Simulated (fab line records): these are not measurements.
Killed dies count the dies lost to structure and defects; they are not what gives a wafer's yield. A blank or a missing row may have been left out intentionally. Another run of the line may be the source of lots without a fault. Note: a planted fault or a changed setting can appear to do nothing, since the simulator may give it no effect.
One fault seen from 3 desks + flow n5-finfet + each desk has only its own numbers; what lay behind them comes last

## METROLOGY DESK
What the gauges read, lot by lot, whatever tool the lot ran on: means of the sampled wafers that have a number. Any lot whose mean is over 4 standard deviations away from the usual mean is out of limits and marked OUT; that distance is given in the brackets.
Columns: A = SD_N_BLK_OVL at N5_SD_EPI_N_OVL_MEAS_10, usual -0.5 nm
| lot  | first seen here | A    |
|------|-----------------|------|
| L882 | day 3 07:46     | -1.6 |
| L886 | day 4 06:30     | -0.1 |
| L887 | day 4 11:14     | -0.8 |
| L888 | day 4 23:15     | -0.5 |
| L889 | day 5 05:14     | -0.6 |
| L894 | day 6 10:55     | -1.0 |
| L897 | day 6 23:17     | -0.1 |
| L898 | day 7 05:07     | -1.4 |
| L901 | day 8 02:52     | 0.2  |
| L902 | day 8 14:31     | -0.6 |
| L903 | day 8 16:41     | -0.1 |
This desk's verdict: no lot among the 11 shows anything out of limits.

## AT THE TOOL OWNER'S DESK: pecvd-02
The tool's own readings at N5_DUMMY_GATE_PECVD_30 (deposits SiO2 from TEOS/O2, target thk 55 nm, time 10.8 s): means of the sampled wafers that have a number, for each lot that ran on this tool. Any lot whose mean is over 4 standard deviations away from the usual mean is out of limits and marked OUT; that distance is given in the brackets.
Columns: A = susceptor-temp-C at N5_DUMMY_GATE_PECVD_30, usual 400.03 C
| lot  | first seen here | A      |
|------|-----------------|--------|
| L887 | day 4 08:43     | 399.77 |
| L888 | day 4 17:32     | 400.01 |
| L897 | day 6 20:24     | 400.12 |
| L901 | day 8 00:13     | 400.01 |
This desk's verdict: no lot among the 4 shows anything out of limits.

## THE DEFECT DESK
Counts from the inspections along the route, per lot, as means over the sampled wafers that have a number. Any lot whose mean is over 4 standard deviations away from the usual mean is out of limits and marked OUT; that distance is given in the brackets.
Columns: A = raw-defect-count at N5_SD_EPI_N_INSPECT_11, usual 2.2
| lot  | first seen here | A              |
|------|-----------------|----------------|
| L882 | day 3 07:47     | 2.0            |
| L886 | day 4 06:32     | 2.7            |
| L887 | day 4 11:16     | 2.0            |
| L888 | day 4 23:17     | 1.7            |
| L889 | day 5 05:16     | 4.7            |
| L894 | day 6 10:56     | 1.0            |
| L897 | day 6 23:19     | 9.0 (+4.9) OUT |
| L898 | day 7 05:08     | 2.0            |
| L901 | day 8 02:54     | 9.0 (+4.9) OUT |
| L902 | day 8 14:32     | 1.0            |
| L903 | day 8 16:43     | 1.7            |
Finding of this desk: L897, L901 out of limits; the first was L897 at day 6 23:19, on raw-defect-count at N5_SD_EPI_N_INSPECT_11. L882, L886, L887, L888, L889, L894, L898, L902, L903 stayed within limits.

## BROUGHT TOGETHER
The defect desk could have raised an alarm at day 6 23:19, on L897, L901.
At the metrology desk, nothing out of limits was observed.
The tool owner's desk saw nothing out of limits.
The metrology desk has L897, L901 on record, within its limits.
Tool owner's desk: L897, L901 on record, inside its limits.
On pecvd-02, each named lot ran N5_DUMMY_GATE_PECVD_30.

## WHAT THE SIMULATOR PUT IN
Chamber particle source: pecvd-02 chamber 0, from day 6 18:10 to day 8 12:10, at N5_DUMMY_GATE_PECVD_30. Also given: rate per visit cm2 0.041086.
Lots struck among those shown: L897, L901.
Hours from the fault's start to each desk's first reading out of limits: the defect desk, 5.
